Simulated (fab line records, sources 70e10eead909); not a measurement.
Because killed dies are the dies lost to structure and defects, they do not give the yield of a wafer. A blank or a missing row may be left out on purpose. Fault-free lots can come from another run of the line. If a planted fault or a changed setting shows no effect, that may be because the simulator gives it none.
Which tool is to blame? -- flow nand_harc -- 11 lots, 33 wafers sampled, at 3 steps of a route of 1159

## WHAT THE GAUGES READ, wafer by wafer
NHARC_A_M0_INSPECT_11.
lot,measured,on,raw_defect_count
L074,day 17 19:50,defect_inspect-02,18 16 12
L079,day 18 00:53,defect_inspect-01,8 9 13
L077,day 18 16:35,defect_inspect-02,33 25 29
L078,day 19 06:15,defect_inspect-01,34 39 41
L083,day 20 04:40,defect_inspect-02,8 7 9
L085,day 20 18:56,defect_inspect-02,42 39 33
L089,day 21 07:11,defect_inspect-02,21 25 24
L090,day 21 16:34,defect_inspect-01,43 33 32
L093,day 21 17:05,defect_inspect-01,49 65 69
L095,day 22 07:30,defect_inspect-01,40 32 40
L094,day 22 21:36,defect_inspect-01,47 49 43

## WHICH TOOL RAN EACH LOT (tool, then ch and the chambers of the sampled wafers, then the start)
lot,NHARC_A_CONTACT_CMP_20,NHARC_A_BLC_STRIP_29
L074,"cmp-02 ch 1,3, day 17 14:25","rie_diel-04 ch 0,1,3, day 17 16:38"
L079,"cmp-01 ch 2,3, day 17 19:43","rie_diel-11 ch 0,3, day 17 21:45"
L077,"cmp-02 ch 0,2, day 18 11:13","rie_diel-02 ch 0,1,3, day 18 13:26"
L078,"cmp-03 ch 0,3, day 18 19:25","rie_diel-02 ch 1,2, day 18 21:44"
L083,"cmp-02 ch 2,3, day 19 16:30","rie_diel-11 ch 0,1,2, day 19 18:31"
L085,"cmp-02 ch 0,1,2, day 20 14:05","rie_diel-02 ch 0,2,3, day 20 16:08"
L089,"cmp-01 ch 0,2,3, day 20 18:40","rie_diel-11 ch 1,2, day 20 20:58"
L090,"cmp-02 ch 0,2,3, day 21 05:24","rie_diel-11 ch 1,3, day 21 07:50"
L093,"cmp-02 ch 0,1,2, day 21 09:17","rie_diel-04 ch 0,1,3, day 21 11:23"
L095,"cmp-01 ch 1,2,3, day 22 02:28","rie_diel-04 ch 0,1,2, day 22 04:34"
L094,"cmp-01 ch 0,2, day 22 15:09","rie_diel-04 ch 1,2,3, day 22 17:19"
- NHARC_A_CONTACT_CMP_20: polishes, t overpolish 30 s, target thk 300 nm.
- NHARC_A_BLC_STRIP_29: strips in CF4.

## THE ANSWER, worked out from the rows above alone
Rule: the usual values come from the lots themselves. The widest of any qualifying gaps counts: lots, ordered by their means at a reading, are off when they make up no more than a third of the lots, leave a main group of 4 or more, and stand apart from it by 3 or more times the standard deviation of that group's means. The tables above print the reading to a certain number of digits; a main group whose means all agree to those digits is not used. A lot without any number at a reading at which 4 lots or more have one is off too. Where the step has rows for the other lots, those lots are counted as sound.
No lot is off on any of the readings shown, so nothing can be concluded from this.

## WHAT THE SIMULATOR PUT IN
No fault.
